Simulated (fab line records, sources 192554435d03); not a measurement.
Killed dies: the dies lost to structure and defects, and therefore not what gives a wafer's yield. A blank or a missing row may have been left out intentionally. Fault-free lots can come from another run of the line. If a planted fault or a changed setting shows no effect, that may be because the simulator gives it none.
Matching of chambers -- flow n5_finfet -- N5_BEOL_M15_DESCUM_15 on rie_diel-02: 4 sister chambers
The step chemistry O2, time 7.9 s. 18 wafers are shown with their chamber, then 9 later ones without.

== EACH WAFER AND ITS CHAMBER ==
wafer,chamber,showerhead_plenum_p_Torr (Torr),throttle_valve_pct (%),drypump_motor_current_A (A)
L074.3,1,2.17,20.13,6.2
L074.4,2,1.98,20.76,6.2
L074.5,3,2.23,20.33,5.5
L085.1,2,1.98,20.79,6.2
L085.4,0,2.20,20.17,6.0
L085.5,1,2.17,20.15,6.2
L084.2,3,2.22,20.36,5.6
L084.3,0,2.20,20.18,6.1
L084.6,3,2.22,20.37,5.6
L086.4,3,2.22,20.36,5.6
L086.5,2,1.97,20.83,6.2
L086.6,1,2.16,20.16,6.2
L090.1,3,2.22,20.37,5.6
L090.2,1,2.16,20.18,6.2
L090.3,0,2.19,20.19,6.0
L090.4,2,1.97,20.80,6.2
L090.5,3,2.22,20.37,5.6
L090.6,0,2.19,20.17,6.0

SIGNATURES (averages over the wafers above)
reading,chamber 0,chamber 1,chamber 2,chamber 3,scatter within a chamber
showerhead_plenum_p_Torr,2.1950,2.1650,1.9750,2.2217,0.00523
throttle_valve_pct,20.1775,20.1550,20.7950,20.3600,0.0194
drypump_motor_current_A,6.025,6.200,6.200,5.583,0.0336
Rule: distance of a wafer from a chamber = root of the sum over the readings of ((wafer's reading minus chamber's mean) / reading's scatter) squared. The wafer belongs to the nearest chamber; if the next one is less than 2 further off, it can't be placed. The scatter: the root of (the sum of the squares of (reading less its chamber's mean) over the shown wafers, divided by (wafers less chambers)).

== WAFERS WHOSE CHAMBER IS MISSING ==
wafer,showerhead_plenum_p_Torr (Torr),throttle_valve_pct (%),drypump_motor_current_A (A)
L088.1,2.16,20.19,6.2
L088.4,2.22,20.37,5.6
L088.6,2.16,20.18,6.2
L092.3,2.19,20.20,6.0
L092.5,2.19,20.19,6.1
L092.6,2.16,20.18,6.2
L097.2,2.16,20.20,6.2
L097.3,2.19,20.20,6.0
L097.5,2.19,20.19,6.0

== CHAMBER TAKEN BY EACH ==
wafer,from the rows above,in truth
L088.1,1,1
L088.4,3,3
L088.6,1,1
L092.3,0,0
L092.5,0,0
L092.6,1,1
L097.2,1,1
L097.3,0,0
L097.5,0,0
9 of 9 placed correctly. Number that these rows cannot place: 0. Placed wrongly: 0.
